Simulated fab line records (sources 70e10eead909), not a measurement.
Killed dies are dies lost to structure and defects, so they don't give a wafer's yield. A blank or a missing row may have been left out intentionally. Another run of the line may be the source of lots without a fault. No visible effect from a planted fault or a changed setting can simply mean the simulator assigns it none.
fab line records / flow nand_harc
record: lots: 5 wafers: 15 last_day: 24
route steps=1159 shown A_M1@1028
lots untouched by any fault: they come from a run of this same line in which no faults occurred
start_h: hours from the record's first day to the start of the lot's first wafer shown / wait_h: hours from the lot's prior step to this one / " the same as in the row above / L1.1+2: one row covering several wafers at once / - either no value or no given start / * or withheld: withheld / < > ~ a bound
route shown NAME@n: NAME is a module with steps in the file, n the number in the route of the first one / usual: the fault-free wafers' mean and standard deviation / same: alike in all rows / chamber/n: place in a boat / sites: per-site readings / _std_site: the standard deviation of these / _edge_site: outer sites' mean less inner sites' / radius_mm: how far each site lies from the wafer's centre / mask NAME#n: copy n / behind: the tool/chamber that last shaped the wafer / hold: why the lot went on hold/how many hours it stayed there/how the hold came to an end / device: which transistor (n, p or np) failed to switch / end of line: the same wafers' tests at the end of the route / a step given without rows: its recipe and nothing more / killed: dies that structure and defects cost at the first sort, which is not the same as the wafer's yield / map: shows each die of a wafer: x if killed, . if not, _ if none is there
set.NAME: the setting that was run; set.NAME@STEP: the one run at that earlier step / model.NAME: the simulator's own value behind a step, which no gauge read
lots seen at some steps along the route; tables by step, rows by wafer
services: the hour from which a tool's chamber was out of use, counted from the record's first day as start_h (under 0 if before that day), plus the number of hours and why
== steps ==
step: NHARC_A_M1_HMDS_02
recipe: time_s: 30
step: NHARC_A_M1_COAT_34
recipe: temp_c: 200 time_s: 65
step: NHARC_A_M1_COAT_03
recipe: spin_rpm: 1500 resist_thk_nm: 90
step: NHARC_A_M1_SOFTBAKE_04
recipe: temp_c: 105 time_s: 55
step: NHARC_A_M1_EBR_05
step: NHARC_A_M1_EXPOSE_06
recipe: na: 1.35 target_cd_nm: 120 dose_mj: 75.13 mask_id: A_M1
step: NHARC_A_M1_PEB_07
recipe: peb_temp_c: 100 peb_time_s: 65
step: NHARC_A_M1_DEVELOP_08
recipe: develop_time_s: 35 dev_temp_c: 23
step: NHARC_A_M1_CD_MEAS_09
recipe: target_cd_nm: 120 landing_energy_ev: 500
usual: cd_nm: 119.6/0.69
same: landing_energy_ev: 500
lot.wafer=L661.1 tool=cd_sem-03 chamber=0 start_h=410.94 wait_h=- cd_nm=119.6
lot.wafer=L661.4 tool=cd_sem-03 chamber=0 start_h=410.94 wait_h=- cd_nm=120.5
lot.wafer=L661.6 tool=cd_sem-03 chamber=0 start_h=410.94 wait_h=- cd_nm=120.6
lot.wafer=L664.2 tool=cd_sem-01 chamber=0 start_h=429.14 wait_h=- cd_nm=120.1
lot.wafer=L664.3 tool=cd_sem-01 chamber=0 start_h=429.14 wait_h=- cd_nm=119.3
lot.wafer=L664.5 tool=cd_sem-01 chamber=0 start_h=429.14 wait_h=- cd_nm=120.1
lot.wafer=L668.4 tool=cd_sem-02 chamber=0 start_h=462.26 wait_h=- cd_nm=119.4
lot.wafer=L668.5 tool=cd_sem-02 chamber=0 start_h=462.26 wait_h=- cd_nm=118.5
lot.wafer=L668.6 tool=cd_sem-02 chamber=0 start_h=462.26 wait_h=- cd_nm=119.0
lot.wafer=L677.1 tool=cd_sem-02 chamber=0 start_h=512.94 wait_h=- cd_nm=120.2
lot.wafer=L677.3 tool=cd_sem-02 chamber=0 start_h=512.94 wait_h=- cd_nm=120.6
lot.wafer=L677.6 tool=cd_sem-02 chamber=0 start_h=512.94 wait_h=- cd_nm=120.7
lot.wafer=L680.1 tool=cd_sem-01 chamber=0 start_h=526.56 wait_h=- cd_nm=119.5
lot.wafer=L680.2 tool=cd_sem-01 chamber=0 start_h=526.56 wait_h=- cd_nm=119.9
lot.wafer=L680.5 tool=cd_sem-01 chamber=0 start_h=526.56 wait_h=- cd_nm=120.8
step: NHARC_A_M1_OVL_MEAS_10
recipe: pitch_nm: 240
usual: overlay_x_nm: -0.1/0.88 overlay_y_nm: 0.2/0.8
lot.wafer=L661.1 tool=overlay-01 chamber=- start_h=411.03 wait_h=- overlay_x_nm=0.2 overlay_y_nm=1.1
lot.wafer=L661.4 tool=overlay-01 chamber=- start_h=411.03 wait_h=- overlay_x_nm=0.7 overlay_y_nm=1.3
lot.wafer=L661.6 tool=overlay-01 chamber=- start_h=411.03 wait_h=- overlay_x_nm=0.4 overlay_y_nm=1.0
lot.wafer=L664.2 tool=overlay-01 chamber=- start_h=429.22 wait_h=- overlay_x_nm=0.3 overlay_y_nm=0.1
lot.wafer=L664.3 tool=overlay-01 chamber=- start_h=429.22 wait_h=- overlay_x_nm=-0.3 overlay_y_nm=0.6
lot.wafer=L664.5 tool=overlay-01 chamber=- start_h=429.22 wait_h=- overlay_x_nm=-1.3 overlay_y_nm=1.0
lot.wafer=L668.4 tool=overlay-02 chamber=- start_h=462.34 wait_h=- overlay_x_nm=0.0 overlay_y_nm=-0.7
lot.wafer=L668.5 tool=overlay-02 chamber=- start_h=462.34 wait_h=- overlay_x_nm=0.4 overlay_y_nm=-0.4
lot.wafer=L668.6 tool=overlay-02 chamber=- start_h=462.34 wait_h=- overlay_x_nm=1.1 overlay_y_nm=-1.1
lot.wafer=L677.1 tool=overlay-01 chamber=- start_h=513.03 wait_h=- overlay_x_nm=-0.3 overlay_y_nm=0.6
lot.wafer=L677.3 tool=overlay-01 chamber=- start_h=513.03 wait_h=- overlay_x_nm=0.2 overlay_y_nm=0.4
lot.wafer=L677.6 tool=overlay-01 chamber=- start_h=513.03 wait_h=- overlay_x_nm=0.0 overlay_y_nm=0.9
lot.wafer=L680.1 tool=overlay-01 chamber=- start_h=526.65 wait_h=- overlay_x_nm=-0.3 overlay_y_nm=-0.2
lot.wafer=L680.2 tool=overlay-01 chamber=- start_h=526.65 wait_h=- overlay_x_nm=-0.3 overlay_y_nm=0.1
lot.wafer=L680.5 tool=overlay-01 chamber=- start_h=526.65 wait_h=- overlay_x_nm=-0.1 overlay_y_nm=0.1
step: NHARC_A_M1_INSPECT_11
usual: raw_defect_count: 33/14
lot.wafer=L661.1 tool=defect_inspect-02 chamber=- start_h=411.06 wait_h=0.0 raw_defect_count=28
lot.wafer=L661.4 tool=defect_inspect-02 chamber=- start_h=411.06 wait_h=0.0 raw_defect_count=11
lot.wafer=L661.6 tool=defect_inspect-02 chamber=- start_h=411.06 wait_h=0.0 raw_defect_count=12
lot.wafer=L664.2 tool=defect_inspect-01 chamber=- start_h=429.26 wait_h=0.0 raw_defect_count=34
lot.wafer=L664.3 tool=defect_inspect-01 chamber=- start_h=429.26 wait_h=0.0 raw_defect_count=43
lot.wafer=L664.5 tool=defect_inspect-01 chamber=- start_h=429.26 wait_h=0.0 raw_defect_count=51
lot.wafer=L668.4 tool=defect_inspect-02 chamber=- start_h=462.38 wait_h=0.0 raw_defect_count=23
lot.wafer=L668.5 tool=defect_inspect-02 chamber=- start_h=462.38 wait_h=0.0 raw_defect_count=31
lot.wafer=L668.6 tool=defect_inspect-02 chamber=- start_h=462.38 wait_h=0.0 raw_defect_count=24
lot.wafer=L677.1 tool=defect_inspect-02 chamber=- start_h=513.06 wait_h=0.0 raw_defect_count=60
lot.wafer=L677.3 tool=defect_inspect-02 chamber=- start_h=513.06 wait_h=0.0 raw_defect_count=72
lot.wafer=L677.6 tool=defect_inspect-02 chamber=- start_h=513.06 wait_h=0.0 raw_defect_count=60
lot.wafer=L680.1 tool=defect_inspect-02 chamber=- start_h=526.68 wait_h=0.0 raw_defect_count=29
lot.wafer=L680.2 tool=defect_inspect-02 chamber=- start_h=526.68 wait_h=0.0 raw_defect_count=27
lot.wafer=L680.5 tool=defect_inspect-02 chamber=- start_h=526.68 wait_h=0.0 raw_defect_count=28
step: NHARC_A_M1_DESCUM_14
recipe: time_s: 3 o2_flow_sccm: 200 ar_flow_sccm: 0 bias_power_w: 0 chemistry: O2
usual: drypump_motor_current_A: 5.6/0.45 oes_product_au: 1.000/0.0088 rf_vpp_V: 57.7/0.88 showerhead_plenum_p_Torr: 1.92/0.072 throttle_valve_pct: 11.311/0.0091
lot.wafer=L661.1 tool=rie_diel-09 chamber=0 start_h=411.14 wait_h=0.1 drypump_motor_current_A=5.2 oes_product_au=0.990 rf_hours_counter_h=4 rf_vpp_V=59.5 showerhead_plenum_p_Torr=1.87 throttle_valve_pct=11.321
lot.wafer=L661.4 tool=rie_diel-09 chamber=1 start_h=411.14 wait_h=0.1 drypump_motor_current_A=5.7 oes_product_au=1.004 rf_hours_counter_h=3 rf_vpp_V=58.7 showerhead_plenum_p_Torr=1.97 throttle_valve_pct=11.327
lot.wafer=L661.6 tool=rie_diel-09 chamber=3 start_h=411.14 wait_h=0.1 drypump_motor_current_A=5.9 oes_product_au=1.010 rf_hours_counter_h=- rf_vpp_V=55.7 showerhead_plenum_p_Torr=1.83 throttle_valve_pct=11.319
lot.wafer=L664.3 tool=rie_diel-07 chamber=2 start_h=429.33 wait_h=0.1 drypump_motor_current_A=5.4 oes_product_au=1.001 rf_hours_counter_h=1 rf_vpp_V=57.2 showerhead_plenum_p_Torr=1.96 throttle_valve_pct=11.316
lot.wafer=L664.2 tool=rie_diel-07 chamber=3 start_h=429.33 wait_h=0.1 drypump_motor_current_A=5.2 oes_product_au=1.001 rf_hours_counter_h=1 rf_vpp_V=56.5 showerhead_plenum_p_Torr=1.81 throttle_valve_pct=11.309
lot.wafer=L664.5 tool=rie_diel-07 chamber=2 start_h=429.33 wait_h=0.1 drypump_motor_current_A=5.4 oes_product_au=0.985 rf_hours_counter_h=- rf_vpp_V=55.7 showerhead_plenum_p_Torr=1.96 throttle_valve_pct=11.313
lot.wafer=L668.4 tool=rie_diel-09 chamber=0 start_h=462.45 wait_h=0.1 drypump_motor_current_A=5.2 oes_product_au=1.000 rf_hours_counter_h=1 rf_vpp_V=56.9 showerhead_plenum_p_Torr=1.87 throttle_valve_pct=11.303
lot.wafer=L668.6 tool=rie_diel-09 chamber=3 start_h=462.45 wait_h=0.1 drypump_motor_current_A=5.9 oes_product_au=1.002 rf_hours_counter_h=- rf_vpp_V=55.5 showerhead_plenum_p_Torr=1.83 throttle_valve_pct=11.304
lot.wafer=L668.5 tool=rie_diel-09 chamber=0 start_h=462.45 wait_h=0.1 drypump_motor_current_A=5.3 oes_product_au=1.000 rf_hours_counter_h=- rf_vpp_V=57.0 showerhead_plenum_p_Torr=1.87 throttle_valve_pct=11.312
lot.wafer=L677.1 tool=rie_diel-05 chamber=1 start_h=513.12 wait_h=0.1 drypump_motor_current_A=6.5 oes_product_au=0.995 rf_hours_counter_h=9 rf_vpp_V=58.1 showerhead_plenum_p_Torr=1.98 throttle_valve_pct=11.304
lot.wafer=L677.3 tool=rie_diel-05 chamber=3 start_h=513.12 wait_h=0.1 drypump_motor_current_A=5.7 oes_product_au=1.005 rf_hours_counter_h=9 rf_vpp_V=56.8 showerhead_plenum_p_Torr=1.88 throttle_valve_pct=11.299
lot.wafer=L677.6 tool=rie_diel-05 chamber=2 start_h=513.12 wait_h=0.1 drypump_motor_current_A=6.5 oes_product_au=0.999 rf_hours_counter_h=- rf_vpp_V=58.4 showerhead_plenum_p_Torr=1.91 throttle_valve_pct=11.312
lot.wafer=L680.1 tool=rie_diel-05 chamber=0 start_h=526.75 wait_h=0.1 drypump_motor_current_A=5.8 oes_product_au=1.000 rf_hours_counter_h=0 rf_vpp_V=57.4 showerhead_plenum_p_Torr=1.84 throttle_valve_pct=11.322
lot.wafer=L680.2 tool=rie_diel-05 chamber=2 start_h=526.75 wait_h=0.1 drypump_motor_current_A=6.5 oes_product_au=1.014 rf_hours_counter_h=0 rf_vpp_V=57.8 showerhead_plenum_p_Torr=1.91 throttle_valve_pct=11.305
lot.wafer=L680.5 tool=rie_diel-05 chamber=3 start_h=526.75 wait_h=0.1 drypump_motor_current_A=5.8 oes_product_au=0.995 rf_hours_counter_h=- rf_vpp_V=58.1 showerhead_plenum_p_Torr=1.88 throttle_valve_pct=11.308
step: NHARC_A_M1_ETCH_35
recipe: target_depth_a: 400 overetch_a: 120 time_s: 43.94 ion_energy_ev: 200 n2_flow_sccm: 150 h2_flow_sccm: 150 ar_flow_sccm: 0 rf_w: 400 bias_w: 150 chemistry: N2/H2
usual: bias_w: 150.0/0.52 drypump_motor_current_A: 5.7/0.44 oes_product_au: 1.002/0.0089 rf_fwd_power_W: 396.1/1.4 rf_vpp_V: 430.8/2.3 run_length_s: 65.1/0.44 showerhead_plenum_p_Torr: 2.05/0.078 throttle_valve_pct: 14.170/0.0096
lot.wafer=L661.1 tool=rie_diel-09 chamber=0 start_h=411.22 wait_h=0.1 bias_w=149.2 drypump_motor_current_A=5.3 oes_product_au=0.993 rf_fwd_power_W=396.2 rf_hours_counter_h=4.1 rf_vpp_V=429.4 run_length_s=64.5 showerhead_plenum_p_Torr=1.99 throttle_valve_pct=14.178
lot.wafer=L661.4 tool=rie_diel-09 chamber=2 start_h=411.22 wait_h=0.1 bias_w=149.8 drypump_motor_current_A=5.3 oes_product_au=0.996 rf_fwd_power_W=397.0 rf_hours_counter_h=3.6 rf_vpp_V=434.8 run_length_s=65.0 showerhead_plenum_p_Torr=2.20 throttle_valve_pct=14.178
lot.wafer=L661.6 tool=rie_diel-09 chamber=0 start_h=411.22 wait_h=0.1 bias_w=150.0 drypump_motor_current_A=5.3 oes_product_au=0.987 rf_fwd_power_W=395.0 rf_hours_counter_h=- rf_vpp_V=427.9 run_length_s=64.7 showerhead_plenum_p_Torr=1.99 throttle_valve_pct=14.160
lot.wafer=L664.3 tool=rie_diel-07 chamber=0 start_h=429.40 wait_h=0.1 bias_w=150.0 drypump_motor_current_A=5.1 oes_product_au=1.010 rf_fwd_power_W=393.7 rf_hours_counter_h=1.2 rf_vpp_V=432.0 run_length_s=64.5 showerhead_plenum_p_Torr=2.13 throttle_valve_pct=14.167
lot.wafer=L664.2 tool=rie_diel-07 chamber=1 start_h=429.40 wait_h=0.1 bias_w=149.3 drypump_motor_current_A=5.4 oes_product_au=1.014 rf_fwd_power_W=395.4 rf_hours_counter_h=0.9 rf_vpp_V=431.8 run_length_s=64.9 showerhead_plenum_p_Torr=2.07 throttle_valve_pct=14.164
lot.wafer=L664.5 tool=rie_diel-07 chamber=1 start_h=429.40 wait_h=0.1 bias_w=149.3 drypump_motor_current_A=5.4 oes_product_au=1.011 rf_fwd_power_W=393.6 rf_hours_counter_h=- rf_vpp_V=432.9 run_length_s=64.9 showerhead_plenum_p_Torr=2.07 throttle_valve_pct=14.154
lot.wafer=L668.4 tool=rie_diel-09 chamber=0 start_h=462.54 wait_h=0.1 bias_w=- drypump_motor_current_A=5.2 oes_product_au=1.014 rf_fwd_power_W=- rf_hours_counter_h=0.5 rf_vpp_V=429.0 run_length_s=54.5 showerhead_plenum_p_Torr=1.99 throttle_valve_pct=14.155
lot.wafer=L668.5 tool=rie_diel-09 chamber=1 start_h=462.54 wait_h=0.1 bias_w=150.2 drypump_motor_current_A=5.6 oes_product_au=1.005 rf_fwd_power_W=395.7 rf_hours_counter_h=- rf_vpp_V=431.2 run_length_s=64.6 showerhead_plenum_p_Torr=2.10 throttle_valve_pct=14.172
lot.wafer=L668.6 tool=rie_diel-09 chamber=2 start_h=462.54 wait_h=0.1 bias_w=149.8 drypump_motor_current_A=5.3 oes_product_au=1.002 rf_fwd_power_W=396.6 rf_hours_counter_h=- rf_vpp_V=435.0 run_length_s=64.7 showerhead_plenum_p_Torr=2.20 throttle_valve_pct=14.168
lot.wafer=L677.3 tool=rie_diel-05 chamber=0 start_h=513.24 wait_h=0.1 bias_w=150.1 drypump_motor_current_A=5.7 oes_product_au=0.988 rf_fwd_power_W=395.2 rf_hours_counter_h=8.9 rf_vpp_V=428.6 run_length_s=65.8 showerhead_plenum_p_Torr=1.96 throttle_valve_pct=14.169
lot.wafer=L677.1 tool=rie_diel-05 chamber=1 start_h=513.24 wait_h=0.1 bias_w=150.2 drypump_motor_current_A=6.5 oes_product_au=0.997 rf_fwd_power_W=395.9 rf_hours_counter_h=9.0 rf_vpp_V=431.9 run_length_s=65.0 showerhead_plenum_p_Torr=2.11 throttle_valve_pct=14.174
lot.wafer=L677.6 tool=rie_diel-05 chamber=0 start_h=513.24 wait_h=0.1 bias_w=149.7 drypump_motor_current_A=5.8 oes_product_au=0.988 rf_fwd_power_W=395.7 rf_hours_counter_h=- rf_vpp_V=428.5 run_length_s=66.1 showerhead_plenum_p_Torr=1.96 throttle_valve_pct=14.174
lot.wafer=L680.2 tool=rie_diel-05 chamber=0 start_h=526.84 wait_h=0.1 bias_w=149.8 drypump_motor_current_A=5.7 oes_product_au=1.000 rf_fwd_power_W=395.4 rf_hours_counter_h=0.0 rf_vpp_V=427.1 run_length_s=66.1 showerhead_plenum_p_Torr=1.96 throttle_valve_pct=14.165
lot.wafer=L680.1 tool=rie_diel-05 chamber=1 start_h=526.84 wait_h=0.1 bias_w=149.9 drypump_motor_current_A=6.6 oes_product_au=1.002 rf_fwd_power_W=397.2 rf_hours_counter_h=0.0 rf_vpp_V=431.7 run_length_s=65.0 showerhead_plenum_p_Torr=2.11 throttle_valve_pct=14.171
lot.wafer=L680.5 tool=rie_diel-05 chamber=3 start_h=526.84 wait_h=0.1 bias_w=150.6 drypump_motor_current_A=5.8 oes_product_au=0.993 rf_fwd_power_W=396.3 rf_hours_counter_h=- rf_vpp_V=430.2 run_length_s=65.7 showerhead_plenum_p_Torr=2.00 throttle_valve_pct=14.175
step: NHARC_A_M1_ETCH_15
recipe: target_depth_a: 1825 time_s: 91.2 c4f8_flow_sccm: withheld ar_flow_sccm: 400 rf_w: 600 bias_w: 300 chemistry: C4F8/Ar
usual: bias_w: 300.0/0.89 oes_product_au: 0.960/0.023 rf_fwd_power_W: 596.6/1.9 rf_vpp_V: 441.1/2.4 run_length_s: 112.3/0.41
lot.wafer=L661.4 tool=rie_diel-09 chamber=3 start_h=- wait_h=- bias_w=299.5 oes_product_au=0.954 rf_fwd_power_W=597.0 rf_hours_counter_h=4.1 rf_vpp_V=437.4 run_length_s=112.0
lot.wafer=L661.1 tool=rie_diel-09 chamber=0 start_h=- wait_h=- bias_w=300.7 oes_product_au=0.964 rf_fwd_power_W=596.8 rf_hours_counter_h=4.2 rf_vpp_V=439.1 run_length_s=112.2
lot.wafer=L661.6 tool=rie_diel-09 chamber=3 start_h=- wait_h=- bias_w=300.9 oes_product_au=0.945 rf_fwd_power_W=596.8 rf_hours_counter_h=- rf_vpp_V=438.8 run_length_s=112.0
lot.wafer=L664.3 tool=rie_diel-07 chamber=0 start_h=- wait_h=- bias_w=299.0 oes_product_au=0.999 rf_fwd_power_W=593.7 rf_hours_counter_h=1.2 rf_vpp_V=442.7 run_length_s=111.8
lot.wafer=L664.2 tool=rie_diel-07 chamber=2 start_h=- wait_h=- bias_w=300.6 oes_product_au=0.955 rf_fwd_power_W=598.1 rf_hours_counter_h=0.7 rf_vpp_V=443.2 run_length_s=112.8
lot.wafer=L664.5 tool=rie_diel-07 chamber=3 start_h=- wait_h=- bias_w=299.4 oes_product_au=0.987 rf_fwd_power_W=596.4 rf_hours_counter_h=- rf_vpp_V=437.2 run_length_s=112.4
lot.wafer=L668.4 tool=rie_diel-09 chamber=0 start_h=- wait_h=- bias_w=298.7 oes_product_au=0.956 rf_fwd_power_W=595.5 rf_hours_counter_h=0.5 rf_vpp_V=439.4 run_length_s=111.8
lot.wafer=L668.6 tool=rie_diel-09 chamber=3 start_h=- wait_h=- bias_w=300.2 oes_product_au=0.975 rf_fwd_power_W=598.0 rf_hours_counter_h=- rf_vpp_V=439.0 run_length_s=112.0
lot.wafer=L668.5 tool=rie_diel-09 chamber=0 start_h=- wait_h=- bias_w=301.5 oes_product_au=0.960 rf_fwd_power_W=598.0 rf_hours_counter_h=- rf_vpp_V=440.6 run_length_s=112.1
lot.wafer=L677.3 tool=rie_diel-05 chamber=0 start_h=- wait_h=- bias_w=301.7 oes_product_au=0.962 rf_fwd_power_W=597.6 rf_hours_counter_h=8.9 rf_vpp_V=439.1 run_length_s=112.8
lot.wafer=L677.1 tool=rie_diel-05 chamber=2 start_h=- wait_h=- bias_w=300.4 oes_product_au=0.936 rf_fwd_power_W=596.1 rf_hours_counter_h=9.3 rf_vpp_V=440.7 run_length_s=112.4
lot.wafer=L677.6 tool=rie_diel-05 chamber=3 start_h=- wait_h=- bias_w=301.1 oes_product_au=0.961 rf_fwd_power_W=597.1 rf_hours_counter_h=- rf_vpp_V=438.4 run_length_s=113.3
lot.wafer=L680.1 tool=rie_diel-05 chamber=1 start_h=- wait_h=- bias_w=300.5 oes_product_au=0.966 rf_fwd_power_W=599.7 rf_hours_counter_h=0.0 rf_vpp_V=441.6 run_length_s=112.5
lot.wafer=L680.2 tool=rie_diel-05 chamber=2 start_h=- wait_h=- bias_w=298.7 oes_product_au=0.984 rf_fwd_power_W=596.4 rf_hours_counter_h=0.0 rf_vpp_V=440.4 run_length_s=112.4
lot.wafer=L680.5 tool=rie_diel-05 chamber=1 start_h=- wait_h=- bias_w=299.9 oes_product_au=0.966 rf_fwd_power_W=599.7 rf_hours_counter_h=- rf_vpp_V=443.1 run_length_s=112.3
== services ==
tool=rie_diel-09 chamber=1 start_h=394.64 hours=2.1 kind=repair
tool=rie_diel-05 chamber=0 start_h=398.84 hours=- kind=clean
tool=rie_diel-05 chamber=1 start_h=398.84 hours=- kind=clean
tool=rie_diel-05 chamber=2 start_h=398.84 hours=- kind=clean
tool=rie_diel-05 chamber=3 start_h=398.84 hours=- kind=clean
tool=rie_diel-07 chamber=- start_h=405.24 hours=9.0 kind=pm
tool=rie_diel-09 chamber=0 start_h=410.15 hours=- kind=clean
tool=rie_diel-09 chamber=1 start_h=410.15 hours=- kind=clean
tool=rie_diel-09 chamber=2 start_h=410.15 hours=- kind=clean
tool=rie_diel-09 chamber=3 start_h=410.15 hours=- kind=clean
tool=rie_diel-05 chamber=0 start_h=423.34 hours=- kind=clean
tool=rie_diel-05 chamber=1 start_h=423.34 hours=- kind=clean
tool=rie_diel-05 chamber=2 start_h=423.34 hours=- kind=clean
tool=rie_diel-05 chamber=3 start_h=423.34 hours=- kind=clean
tool=rie_diel-09 chamber=- start_h=431.10 hours=9.0 kind=pm
tool=rie_diel-09 chamber=0 start_h=431.10 hours=9.0 kind=vent_cycle
tool=rie_diel-09 chamber=1 start_h=431.10 hours=9.0 kind=vent_cycle
tool=rie_diel-09 chamber=2 start_h=431.10 hours=9.0 kind=vent_cycle
tool=rie_diel-09 chamber=3 start_h=431.10 hours=9.0 kind=vent_cycle
tool=rie_diel-09 chamber=0 start_h=440.10 hours=- kind=clean
tool=rie_diel-07 chamber=3 start_h=489.96 hours=2.9 kind=repair
tool=rie_diel-07 chamber=1 start_h=492.59 hours=5.1 kind=repair
tool=rie_diel-09 chamber=1 start_h=494.83 hours=5.1 kind=repair
tool=rie_diel-05 chamber=- start_h=517.61 hours=9.0 kind=pm
== key ==
first_sign: step: NHARC_A_M1_ETCH_35 reading: run_length_s direction: down sigmas: 24 usual: * struck: *
effect none on later readings
met_at NHARC_A_M1_ETCH_35
struck_wafers L668.4
later_rows_left_out L668.4
sort_left_out L668.4
onset_between 411.22 462.54
fault: kind: process_parameter_drift tool: rie_diel-09 chamber: 0 onset_h: 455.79 steps: NHARC_A_M1_ETCH_35 channel: time_s offset: * shape: step end_h: 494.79 acts_in: * stated: *
sort_left_out: the simulated sort isn't trusted on such a fault, so these wafers' sort isn't shown, and their yield isn't known
later_rows_left_out: the simulator's readings of these wafers behind a module that went badly wrong aren't trusted and aren't shown, but for the sort
